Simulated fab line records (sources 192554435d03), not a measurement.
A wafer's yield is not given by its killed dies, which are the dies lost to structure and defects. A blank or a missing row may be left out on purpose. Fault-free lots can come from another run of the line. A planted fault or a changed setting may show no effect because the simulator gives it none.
Which of the tools did it? | flow n5-finfet | Sampling: 23 lots, 69 wafers, 5 of 1938 route steps

== WHAT EACH GAUGE READ, for each wafer ==
N5_BEOL_M5_CD_MEAS_35: target cd 28 nm, target cd y 24 nm. Usual: cd-nm at 28.3 nm, with a standard deviation of 0.35.
lot  | measured     | on        | cd-nm (nm)     | flag
L074 | day 8 03:29  | cd-sem-01 | 27.9 28.6 28.2 |
L075 | day 8 13:43  | cd-sem-02 | 28.4 27.9 28.4 |
L077 | day 8 21:01  | cd-sem-03 | 28.3 28.2 28.5 |
L078 | day 9 05:22  | cd-sem-01 | 28.1 28.5 28.4 |
L079 | day 9 14:58  | cd-sem-03 | 27.6 28.5 28.1 |
L081 | day 10 03:43 | cd-sem-02 | 28.1 28.1 28.5 |
L080 | day 10 03:40 | cd-sem-02 | 28.0 28.4 28.1 |
L082 | day 10 09:21 | cd-sem-03 | 28.3 27.9 27.7 |
L083 | day 10 09:07 | cd-sem-03 | 28.4 29.0 28.7 |
L084 | day 11 03:01 | cd-sem-02 | 28.5 28.1 28.5 |
L085 | day 11 08:39 | cd-sem-01 | 28.1 29.0 28.5 |
L086 | day 11 09:08 | cd-sem-01 | 28.5 28.5 28.3 |
L087 | day 11 13:17 | cd-sem-01 | 28.3 28.1 28.9 |
L088 | day 11 16:35 | cd-sem-02 | 27.9 28.3 28.7 |
L089 | day 12 07:01 | cd-sem-03 | 28.0 29.0 28.7 |
L090 | day 12 12:30 | cd-sem-03 | 27.9 28.7 28.8 |
L091 | day 12 17:29 | cd-sem-03 | 27.6 28.1 27.7 |
L093 | day 12 18:07 | cd-sem-02 | 28.7 28.5 28.2 |
L092 | day 12 20:50 | cd-sem-01 | 28.2 28.8 28.1 |
L094 | day 14 00:08 | cd-sem-01 | 27.6 27.9 27.5 |
L095 | day 14 12:35 | cd-sem-01 | 28.0 28.0 27.9 |
L096 | day 14 06:02 | cd-sem-03 | 28.0 28.2 27.8 |
L097 | day 15 05:29 | cd-sem-02 | 28.5 27.8 27.9 |

== TOOL THAT RAN EACH LOT (tool first, then ch and the chambers of the sampled wafers, then the start) ==
lot  | N5_BEOL_M5_ETCH_61                 | N5_BEOL_M5_HM_OPEN_17             | N5_BEOL_M5_STRIP_36                | N5_BEOL_M5_ETCH_41
L074 | rie-diel-06 ch 1,2,3, day 8 00:32  | rie-metal-02 ch 0,1, day 8 00:46  | rie-diel-02 ch 1,2,3, day 8 03:08  | rie-diel-02 ch 1,2,3, day 8 03:29 or earlier
L075 | rie-diel-06 ch 2,3, day 8 11:34    | rie-metal-03 ch 0,1, day 8 11:46  | rie-diel-02 ch 1,2, day 8 13:22    | rie-diel-02 ch 1,2, day 8 13:43 or earlier
L077 | rie-diel-02 ch 0,2,3, day 8 17:17  | rie-metal-01 ch 0,1, day 8 17:29  | rie-diel-01 ch 0,1, day 8 20:40    | rie-diel-01 ch 0,1, day 8 21:01 or earlier
L078 | rie-diel-02 ch 0,2,3, day 9 01:41  | rie-metal-03 ch 0,1, day 9 01:53  | rie-diel-06 ch 1,3, day 9 05:01    | rie-diel-06 ch 1,3, day 9 05:22 or earlier
L079 | rie-diel-01 ch 0,2,3, day 9 12:21  | rie-metal-01 ch 0, day 9 12:37    | rie-diel-06 ch 0,2, day 9 14:36    | rie-diel-06 ch 0,2, day 9 14:58 or earlier
L081 | rie-diel-06 ch 0,2,3, day 10 00:30 | rie-metal-02 ch 0, day 10 00:42   | rie-diel-02 ch 0,1,3, day 10 03:22 | rie-diel-02 ch 0,1,3, day 10 03:43 or earlier
L080 | rie-diel-01 ch 0,2, day 10 00:34   | rie-metal-01 ch 1, day 10 00:45   | rie-diel-01 ch 0,1, day 10 03:20   | rie-diel-01 ch 0,1, day 10 03:40 or earlier
L082 | rie-diel-06 ch 0,2,3, day 10 06:01 | rie-metal-01 ch 0,1, day 10 06:12 | rie-diel-06 ch 0,2,3, day 10 09:00 | rie-diel-06 ch 0,2,3, day 10 09:21 or earlier
L083 | rie-diel-01 ch 2,3, day 10 06:46   | rie-metal-01 ch 0,1, day 10 06:58 | rie-diel-02 ch 0,1, day 10 08:46   | rie-diel-02 ch 0,1, day 10 09:07 or earlier
L084 | rie-diel-01 ch 1,3, day 11 00:29   | rie-metal-01 ch 1, day 11 00:41   | rie-diel-06 ch 0,2,3, day 11 02:40 | rie-diel-06 ch 0,2,3, day 11 03:01 or earlier
L085 | rie-diel-01 ch 1,3, day 11 07:08   | rie-metal-02 ch 0,1, day 11 07:22 | rie-diel-02 ch 1,3, day 11 08:18   | rie-diel-02 ch 1,3, day 11 08:39 or earlier
L086 | rie-diel-06 ch 1,2,3, day 11 07:18 | rie-metal-01 ch 0,1, day 11 07:30 | rie-diel-06 ch 1,2, day 11 08:47   | rie-diel-06 ch 1,2, day 11 09:08 or earlier
L087 | rie-diel-06 ch 1,2,3, day 11 09:56 | rie-metal-01 ch 0,1, day 11 10:08 | rie-diel-06 ch 2,3, day 11 12:56   | rie-diel-06 ch 2,3, day 11 13:17 or earlier
L088 | rie-diel-01 ch 1,3, day 11 15:11   | rie-metal-01 ch 0,1, day 11 15:25 | rie-diel-02 ch 1,2, day 11 16:14   | rie-diel-02 ch 1,2, day 11 16:35 or earlier
L089 | rie-diel-01 ch 0,1,3, day 12 05:23 | rie-metal-03 ch 1, day 12 05:38   | rie-diel-01 ch 2,3, day 12 06:40   | rie-diel-01 ch 2,3, day 12 07:01 or earlier
L090 | rie-diel-01 ch 0,1, day 12 09:57   | rie-metal-01 ch 1, day 12 10:09   | rie-diel-06 ch 1,2,3, day 12 12:10 | rie-diel-06 ch 1,2,3, day 12 12:30 or earlier
L091 | rie-diel-01 ch 0,1, day 12 13:36   | rie-metal-03 ch 1, day 12 13:48   | rie-diel-01 ch 2,3, day 12 17:08   | rie-diel-01 ch 2,3, day 12 17:29 or earlier
L093 | rie-diel-06 ch 1,2,3, day 12 14:09 | rie-metal-02 ch 0,1, day 12 14:20 | rie-diel-06 ch 0,1,3, day 12 17:46 | rie-diel-06 ch 0,1,3, day 12 18:07 or earlier
L092 | rie-diel-02 ch 0,1, day 12 17:43   | rie-metal-03 ch 0,1, day 12 17:55 | rie-diel-06 ch 0,1,2, day 12 20:30 | rie-diel-06 ch 0,1,2, day 12 20:50 or earlier
L094 | rie-diel-02 ch 0,3, day 13 21:22   | rie-metal-03 ch 0,1, day 13 21:34 | rie-diel-01 ch 0,3, day 13 23:47   | rie-diel-01 ch 0,3, day 14 00:08 or earlier
L095 | rie-diel-02 ch 0,3, day 14 00:40   | rie-metal-02 ch 0, day 14 00:52   | rie-diel-01 ch 0,1,3, day 14 12:14 | rie-diel-01 ch 0,1,3, day 14 12:35 or earlier
L096 | rie-diel-06 ch 0,2,3, day 14 03:47 | rie-metal-03 ch 0,1, day 14 03:58 | rie-diel-06 ch 0,1,2, day 14 05:41 | rie-diel-06 ch 0,1,2, day 14 06:02 or earlier
L097 | rie-diel-02 ch 0,3, day 15 01:36   | rie-metal-02 ch 0,1, day 15 01:47 | rie-diel-02 ch 0,1,2, day 15 05:08 | rie-diel-02 ch 0,1,2, day 15 05:29 or earlier
- N5_BEOL_M5_ETCH_61: etches SiARC in CF4, target depth 15.6 nm, time 26 s.
- N5_BEOL_M5_HM_OPEN_17: chemistry Cl2/BCl3, target TiN, target depth 20 nm, overetch 6 nm.
- N5_BEOL_M5_STRIP_36: strips in N2/H2.
- N5_BEOL_M5_ETCH_41: etches SiCN in CH3F/O2, target depth 31.5 nm, time 56.7 s.

== AS READ BY THE TOOLS THEMSELVES (means over the sampled wafers that have a number; for cases with no such wafer, the mark the record gives instead) ==
N5_BEOL_M5_ETCH_61. Usual: drypump-motor-current-A 5.7 A, standard deviation 0.38; etch-rf-on-time-s 25.8 s, standard deviation 0.56; oes-product-au 0.68 a.u., standard deviation 0.075; rf-vpp-V 184.3 V, standard deviation 1.2; showerhead-plenum-p-Torr 2.16 Torr, standard deviation 0.065; throttle-valve-pct 15.59 %, standard deviation 0.24.
lot  | tool        | drypump-motor-current-A (A) | etch-rf-on-time-s (s) | oes-product-au (a.u.) | rf-vpp-V (V) | showerhead-plenum-p-Torr (Torr) | throttle-valve-pct (%) | flag
L074 | rie-diel-06 | 5.4                         | 25.4                  | 0.66                  | 184.8        | 2.17                            | 15.60                  |
L075 | rie-diel-06 | 5.3                         | 25.4                  | 0.66                  | 185.3        | 2.20                            | 15.69                  |
L077 | rie-diel-02 | 6.0                         | 26.3                  | 0.59                  | 183.3        | 2.11                            | 15.86                  |
L078 | rie-diel-02 | 6.0                         | 26.5                  | 0.59                  | 183.9        | 2.11                            | 15.86                  |
L079 | rie-diel-01 | 5.6                         | 25.7                  | 0.68                  | 185.3        | 2.18                            | 15.62                  |
L081 | rie-diel-06 | 5.5                         | 25.3                  | 0.72                  | 184.1        | 2.16                            | 15.52                  |
L080 | rie-diel-01 | 5.5                         | 25.5                  | 0.64                  | 183.4        | 2.14                            | 15.60                  |
L082 | rie-diel-06 | 5.5                         | 25.3                  | 0.72                  | 184.5        | 2.16                            | 15.53                  |
L083 | rie-diel-01 | 5.8                         | 26.1                  | 0.67                  | 184.8        | 2.20                            | 15.51                  |
L084 | rie-diel-01 | 6.1                         | 26.4                  | 0.70                  | 185.8        | 2.19                            | 15.53                  |
L085 | rie-diel-01 | 6.1                         | 26.4                  | 0.70                  | 184.9        | 2.19                            | 15.53                  |
L086 | rie-diel-06 | 5.4                         | 25.7                  | 0.71                  | 184.0        | 2.16                            | 15.49                  |
L087 | rie-diel-06 | 5.4                         | 25.4                  | 0.72                  | 184.8        | 2.16                            | 15.48                  |
L088 | rie-diel-01 | 6.1                         | 26.3                  | 0.70                  | 184.3        | 2.19                            | 15.53                  |
L089 | rie-diel-01 | 5.9                         | 25.9                  | 0.69                  | 184.2        | 2.17                            | 15.64                  |
L090 | rie-diel-01 | 5.7                         | 25.8                  | 0.68                  | 184.0        | 2.14                            | 15.77                  |
L091 | rie-diel-01 | 6.1                         | 26.6                  | 0.69                  | 183.7        | 2.12                            | 15.62                  |
L093 | rie-diel-06 | 5.4                         | 25.6                  | 0.71                  | 184.3        | 2.16                            | 15.51                  |
L092 | rie-diel-02 | 5.6                         | 25.3                  | 0.75                  | 184.9        | 2.19                            | 15.61                  |
L094 | rie-diel-02 | 6.1                         | 25.9                  | 0.79                  | 185.0        | 2.21                            | 15.59                  |
L095 | rie-diel-02 | 6.1                         | 25.9                  | 0.79                  | 184.7        | 2.21                            | 15.59                  |
L096 | rie-diel-06 | 5.5                         | 25.5                  | 0.68                  | 184.9        | 2.15                            | 15.58                  |
L097 | rie-diel-02 | 6.1                         | 25.9                  | 0.77                  | 185.6        | 2.21                            | 15.61                  |

N5_BEOL_M5_HM_OPEN_17. Usual: drypump-motor-current-A 5.4 A, standard deviation 0.41; he-backside-leak-sccm 3.3 sccm, standard deviation 0.43; oes-product-au 0.70 a.u., standard deviation 0.088; throttle-valve-pct 22.1 %, standard deviation 0.38.
lot  | tool         | drypump-motor-current-A (A) | he-backside-leak-sccm (sccm) | oes-product-au (a.u.) | throttle-valve-pct (%) | flag
L074 | rie-metal-02 | 6.0                         | 3.4                          | 0.70                  | 21.9                   |
L075 | rie-metal-03 | 5.5                         | 3.3                          | 0.72                  | 22.5                   |
L077 | rie-metal-01 | 5.0                         | 3.2                          | 0.59                  | 21.9                   |
L078 | rie-metal-03 | 5.4                         | 3.3                          | 0.69                  | 22.4                   |
L079 | rie-metal-01 | 5.0                         | 3.1                          | 0.65                  | 21.6                   |
L081 | rie-metal-02 | 6.0                         | 3.3                          | 0.78                  | 21.6                   |
L080 | rie-metal-01 | 5.1                         | 3.3                          | 0.83                  | 22.3                   |
L082 | rie-metal-01 | 5.0                         | 3.2                          | 0.70                  | 21.9                   |
L083 | rie-metal-01 | 5.0                         | 3.0                          | 0.70                  | 21.9                   |
L084 | rie-metal-01 | 5.1                         | 3.3                          | 0.80                  | 22.3                   |
L085 | rie-metal-02 | 6.0                         | 3.4                          | 0.77                  | 21.8                   |
L086 | rie-metal-01 | 5.1                         | 3.1                          | 0.74                  | 22.1                   |
L087 | rie-metal-01 | 5.0                         | 3.2                          | 0.68                  | 21.9                   |
L088 | rie-metal-01 | 5.1                         | 3.1                          | 0.69                  | 21.8                   |
L089 | rie-metal-03 | 5.3                         | 3.2                          | 0.62                  | 22.3                   |
L090 | rie-metal-01 | 5.1                         | 3.0                          | 0.78                  | 22.3                   |
L091 | rie-metal-03 | 5.3                         | 3.3                          | 0.62                  | 22.3                   |
L093 | rie-metal-02 | 6.0                         | 3.2                          | 0.76                  | 21.8                   |
L092 | rie-metal-03 | 5.5                         | 3.4                          | 0.69                  | 22.5                   |
L094 | rie-metal-03 | 5.4                         | 3.3                          | 0.65                  | 22.4                   |
L095 | rie-metal-02 | 6.0                         | 3.2                          | 0.72                  | 21.7                   |
L096 | rie-metal-03 | 5.5                         | 3.3                          | 0.69                  | 22.5                   |
L097 | rie-metal-02 | 6.1                         | 3.4                          | 0.75                  | 22.1                   |

N5_BEOL_M5_STRIP_36. Usual: drypump-motor-current-A 5.7 A, standard deviation 0.39; oes-product-au 0.78 a.u., standard deviation 0.093; rf-vpp-V 59.0 V, standard deviation 1.6; showerhead-plenum-p-Torr 2.53 Torr, standard deviation 0.081; throttle-valve-pct 23.63 %, standard deviation 0.23.
lot  | tool        | drypump-motor-current-A (A) | oes-product-au (a.u.) | rf-vpp-V (V) | showerhead-plenum-p-Torr (Torr) | throttle-valve-pct (%) | flag
L074 | rie-diel-02 | 5.8                         | 0.72                  | 59.8         | 2.52                            | 23.60                  |
L075 | rie-diel-02 | 5.4                         | 0.75                  | 58.5         | 2.51                            | 23.55                  |
L077 | rie-diel-01 | 5.8                         | 0.83                  | 59.4         | 2.53                            | 23.54                  |
L078 | rie-diel-06 | 5.5                         | 0.73                  | 60.2         | 2.53                            | 23.50                  |
L079 | rie-diel-06 | 5.7                         | 0.89                  | 58.7         | 2.53                            | 23.83                  |
L081 | rie-diel-02 | 5.8                         | 0.69                  | 58.1         | 2.43                            | 23.61                  |
L080 | rie-diel-01 | 6.1                         | 0.84                  | 59.8         | 2.49                            | 23.51                  |
L082 | rie-diel-06 | 5.5                         | 0.83                  | 60.0         | 2.56                            | 23.70                  |
L083 | rie-diel-02 | 5.4                         | 0.72                  | 58.0         | 2.41                            | 23.55                  |
L084 | rie-diel-06 | 5.5                         | 0.83                  | 60.6         | 2.55                            | 23.69                  |
L085 | rie-diel-02 | 5.6                         | 0.71                  | 56.9         | 2.45                            | 23.49                  |
L086 | rie-diel-06 | 5.4                         | 0.87                  | 60.3         | 2.55                            | 23.56                  |
L087 | rie-diel-06 | 5.3                         | 0.75                  | 58.9         | 2.60                            | 23.78                  |
L088 | rie-diel-02 | 5.6                         | 0.72                  | 58.7         | 2.56                            | 23.74                  |
L089 | rie-diel-01 | 5.7                         | 0.73                  | 57.2         | 2.56                            | 23.66                  |
L090 | rie-diel-06 | 5.4                         | 0.82                  | 59.4         | 2.56                            | 23.57                  |
L091 | rie-diel-01 | 5.7                         | 0.73                  | 58.6         | 2.56                            | 23.66                  |
L093 | rie-diel-06 | 5.6                         | 0.90                  | 58.4         | 2.51                            | 23.49                  |
L092 | rie-diel-06 | 5.5                         | 0.85                  | 58.1         | 2.53                            | 23.70                  |
L094 | rie-diel-01 | 5.7                         | 0.77                  | 59.0         | 2.59                            | 23.49                  |
L095 | rie-diel-01 | 5.9                         | 0.79                  | 59.0         | 2.54                            | 23.55                  |
L096 | rie-diel-06 | 5.5                         | 0.82                  | 57.5         | 2.53                            | 23.74                  |
L097 | rie-diel-02 | 5.6                         | 0.76                  | 58.9         | 2.57                            | 23.72                  |

N5_BEOL_M5_ETCH_41. Usual: drypump-motor-current-A 5.7 A, standard deviation 0.39; oes-product-au 0.78 a.u., standard deviation 0.094; rf-vpp-V 297.3 V, standard deviation 1.5; showerhead-plenum-p-Torr 2.00 Torr, standard deviation 0.063; throttle-valve-pct 16.32 %, standard deviation 0.28.
lot  | tool        | drypump-motor-current-A (A) | oes-product-au (a.u.) | rf-vpp-V (V) | showerhead-plenum-p-Torr (Torr) | throttle-valve-pct (%) | flag
L074 | rie-diel-02 | 5.8                         | 0.72                  | 296.8        | 1.98                            | 16.26                  |
L075 | rie-diel-02 | 5.4                         | 0.75                  | 295.8        | 1.96                            | 16.16                  |
L077 | rie-diel-01 | 5.7                         | 0.83                  | 297.2        | 2.00                            | 16.42                  |
L078 | rie-diel-06 | 5.5                         | 0.74                  | 297.1        | 1.99                            | 16.26                  |
L079 | rie-diel-06 | 5.7                         | 0.88                  | 297.3        | 2.00                            | 16.23                  |
L081 | rie-diel-02 | 5.8                         | 0.69                  | 295.8        | 1.93                            | 16.47                  |
L080 | rie-diel-01 | 6.1                         | 0.84                  | 296.5        | 1.98                            | 16.31                  |
L082 | rie-diel-06 | 5.5                         | 0.84                  | 298.3        | 2.02                            | 16.25                  |
L083 | rie-diel-02 | 5.4                         | 0.72                  | 294.9        | 1.91                            | 16.36                  |
L084 | rie-diel-06 | 5.5                         | 0.83                  | 297.1        | 2.02                            | 16.26                  |
L085 | rie-diel-02 | 5.6                         | 0.70                  | 296.3        | 1.93                            | 16.21                  |
L086 | rie-diel-06 | 5.4                         | 0.87                  | 297.4        | 2.00                            | 16.16                  |
L087 | rie-diel-06 | 5.3                         | 0.75                  | 298.6        | 2.06                            | 16.48                  |
L088 | rie-diel-02 | 5.6                         | 0.71                  | 297.4        | 2.00                            | 16.32                  |
L089 | rie-diel-01 | 5.7                         | 0.73                  | 298.2        | 2.02                            | 16.21                  |
L090 | rie-diel-06 | 5.4                         | 0.83                  | 298.7        | 2.02                            | 16.24                  |
L091 | rie-diel-01 | 5.7                         | 0.73                  | 298.0        | 2.02                            | 16.22                  |
L093 | rie-diel-06 | 5.6                         | 0.90                  | 297.4        | 1.98                            | 16.03                  |
L092 | rie-diel-06 | 5.5                         | 0.85                  | 297.4        | 2.00                            | 16.24                  |
L094 | rie-diel-01 | 5.7                         | 0.77                  | 298.3        | 2.06                            | 16.40                  |
L095 | rie-diel-01 | 5.9                         | 0.79                  | 297.2        | 2.01                            | 16.39                  |
L096 | rie-diel-06 | 5.5                         | 0.82                  | 296.5        | 1.99                            | 16.25                  |
L097 | rie-diel-02 | 5.6                         | 0.77                  | 298.1        | 2.02                            | 16.41                  |

== THE ANSWER, worked out from the rows above alone ==
Rule: a lot counts as off when the mean over its wafers that have a number is more than 3 standard deviations away from the usual mean. Also off: a lot with no number at a reading for which 4 or more lots have one. Where the step has rows for the other lots, those lots are counted as sound. First the gauges in route order, then the tools' own readings, where a lot's mean is used as printed above. The first step at which some lot is off is used, and at that step the reading that is off furthest; a lot without a number counts as furthest.
Nothing can be told from this: no lot is off at any reading shown.

== WHAT THE SIMULATOR PUT IN ==
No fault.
